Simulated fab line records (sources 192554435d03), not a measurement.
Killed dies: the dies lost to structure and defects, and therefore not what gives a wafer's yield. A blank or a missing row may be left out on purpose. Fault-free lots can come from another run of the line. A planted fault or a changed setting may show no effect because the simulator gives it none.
Matching of chambers -- flow n5 finfet -- N5_BEOL_M9_DESCUM_16 on rie diel-03: 4 sister chambers
The step chemistry O2, time 7.9 s. 14 wafers are shown with their chamber, then 7 later ones without.

== WAFERS WITH THEIR CHAMBER ==
wafer,chamber,showerhead plenum p Torr (Torr),throttle valve pct (%),rf vpp V (V)
L078.4,0,2.05,20.66,242.1
L078.5,1,2.14,20.28,244.2
L078.6,2,2.11,20.40,244.4
L080.3,0,2.05,20.66,242.2
L080.4,3,2.01,20.26,242.7
L080.5,0,2.05,20.67,242.2
L081.1,0,2.04,20.68,242.6
L081.2,1,2.14,19.90,242.9
L081.4,3,2.00,20.27,240.2
L088.2,3,2.00,20.29,241.2
L088.5,0,2.03,20.71,241.5
L088.6,3,2.00,20.29,240.9
L095.4,0,2.03,20.70,241.6
L095.5,1,2.14,19.94,243.9

SIGNATURES (means of the wafers above)
reading,chamber 0,chamber 1,chamber 2,chamber 3,scatter within a chamber
showerhead plenum p Torr,2.0417,2.1400,2.1100,2.0025,0.00747
throttle valve pct,20.6800,20.0400,20.4000,20.2775,0.0949
rf vpp V,242.033,243.667,244.400,241.250,0.715
Rule: a wafer lies at a distance from a chamber equal to the root of the sum of squares, over the readings, of (its reading less the chamber's mean, divided by the reading's scatter). If the next closest chamber is less than 2 further off than the closest, the wafer can't be placed; otherwise it belongs to the closest. The scatter: take each reading less its chamber's mean, square it, sum over the shown wafers, divide by the number of wafers less the number of chambers, and take the root.

== WAFERS WITH NO CHAMBER GIVEN ==
wafer,showerhead plenum p Torr (Torr),throttle valve pct (%),rf vpp V (V)
L095.6,2.03,20.71,241.6
L097.3,2.03,20.72,240.2
L097.4,2.00,20.29,240.9
L097.5,2.03,20.70,241.3
L082.1,1.99,20.31,242.5
L082.3,2.13,19.93,244.5
L082.6,2.03,20.72,242.3

== CHAMBER TAKEN BY EACH ==
wafer,from the rows above,in truth
L095.6,0,0
L097.3,0,0
L097.4,3,3
L097.5,0,0
L082.1,3,3
L082.3,1,1
L082.6,0,0
Correct placement for 7 of the 7. Number that these rows cannot place: 0. Wrongly placed: 0.
